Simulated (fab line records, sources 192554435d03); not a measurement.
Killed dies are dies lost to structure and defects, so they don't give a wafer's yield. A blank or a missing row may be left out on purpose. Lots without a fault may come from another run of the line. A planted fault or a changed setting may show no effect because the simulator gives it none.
Split-lot experiment | flow n5_finfet | 7 lots, 21 wafers read, on a route of 1938 steps

THE SPLIT
At N5_BEOL_M6_HM_DEP_02 (deposits TiN, target thk 20 nm), the setting target_thk_a was moved away from the recipe's 200 angstrom on 9 of the 21 wafers read, by -8.0% to +9.7%. The other wafers ran this setting at the recipe's value.

FROM THE SPLIT TO THE READING: what the file shows between them, 4 steps
- N5_BEOL_M6_COAT_59: time 60 s, resist thk 100 nm
- N5_BEOL_M6_COAT_60: time 60 s, resist thk 35 nm
- N5_BEOL_M6_STRIP_68: strips in N2/H2
- N5_BEOL_M6_STRIP_67: strips in CF4

THE READING
etch.depth_nm (the simulator's own value, which no gauge read), in nm, at N5_BEOL_M6_HM_OPEN_17 (chemistry Cl2/BCl3, target TiN, target depth 20 nm, overetch 6 nm). The file gives no usual value for it. The 12 wafers here that ran the recipe average 19.96 nm, standard deviation 0.31 nm.

wafer  | tool, chamber at the split | target_thk_a as run, angstrom | against the recipe | etch.depth_nm, nm | against lot-mates on the recipe
L081.3 | pvd_sputter-02, -          | 200                           | recipe             | 20.03             | -
L081.4 | pvd_sputter-02, -          | 200                           | recipe             | 19.58             | -
L081.5 | pvd_sputter-02, -          | 200                           | recipe             | 19.81             | -
L082.1 | pvd_sputter-02, -          | 200                           | recipe             | 19.69             | -
L082.2 | pvd_sputter-02, -          | 184                           | -8.0%              | 18.27             | -1.42
L082.5 | pvd_sputter-02, -          | 184                           | -8.0%              | 18.01             | -1.68
L087.3 | pvd_sputter-02, -          | 187.4                         | -6.3%              | 19.04             | -1.20
L087.4 | pvd_sputter-02, -          | 187.4                         | -6.3%              | 18.49             | -1.75
L087.5 | pvd_sputter-02, -          | 200                           | recipe             | 20.24             | -
L091.2 | pvd_sputter-01, -          | 219.3                         | +9.7%              | 22                | +2.18
L091.5 | pvd_sputter-01, -          | 200                           | recipe             | 19.82             | -
L091.6 | pvd_sputter-01, -          | 219.3                         | +9.7%              | 21.66             | +1.84
L089.2 | pvd_sputter-03, -          | 200                           | recipe             | 19.72             | -
L089.4 | pvd_sputter-03, -          | 200                           | recipe             | 19.63             | -
L089.6 | pvd_sputter-03, -          | 189.2                         | -5.4%              | 18.51             | -1.16
L093.1 | pvd_sputter-03, -          | 200                           | recipe             | 20.58             | -
L093.3 | pvd_sputter-03, -          | 200                           | recipe             | 20.1              | -
L093.5 | pvd_sputter-03, -          | 200                           | recipe             | 20.43             | -
L097.1 | pvd_sputter-03, -          | 217.9                         | +9.0%              | 21.81             | +1.91
L097.5 | pvd_sputter-03, -          | 200                           | recipe             | 19.9              | -
L097.6 | pvd_sputter-03, -          | 217.9                         | +9.0%              | 21.96             | +2.06

THE FIT
A straight line over all 21 wafers: etch.depth_nm changes by +0.21 nm for each +1% of target_thk_a; r = +0.97; the points scatter about the line by 0.29 nm.
The same after taking each lot's own level away (the mean of its wafers on the recipe; 21 wafers): +0.213 nm for each +1%; r = +0.99; scatter 0.17 nm.
On that fit, the largest move of target_thk_a shifts the reading by 2.1 nm.
The lots' own levels span 19.675 to 20.370 nm, that is 2.3 times the standard deviation above.
So the lot-to-lot level changes the slope little: the two slopes agree.
Check: with one of the wafers moved furthest among these (+9.7%) left out of the fit, the line predicts +2.03 nm for it against its lot-mates. It came out at +2.18 nm against them.

OTHER SPLITS ON THESE WAFERS
These wafers also went through other splits before the reading. Each is held against what the fit with the lots' levels taken away leaves over:
other split on the same wafers | wafers away from the commonest value | r with etch.depth_nm (lot level and that fit taken away)
N5_BEOL_M5_COAT_60 spin_rpm    | 6                                    | -0.21

THE WHOLE CHAIN: every reading that the file lists as answering this split, in the file's order
step                  | what it does                                                      | reading                                                                          | change (the file's fit)               | r (the file's)
N5_BEOL_M6_HM_DEP_02  | deposits TiN, target thk 20 nm                                    | TiN_of_BEOL_M6_HM_DEP_02.thk_nm (the simulator's own value, which no gauge read) | +0.214 nm for each +1% of the setting | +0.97
N5_BEOL_M6_HM_OPEN_17 | chemistry Cl2/BCl3, target TiN, target depth 20 nm, overetch 6 nm | etch.depth_nm (the simulator's own value, which no gauge read)                   | +0.213 nm for each +1% of the setting | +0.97

THE FILE'S OWN FIT
etch.depth_nm changes by +0.213 nm for each +1% of target_thk_a, r = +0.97.
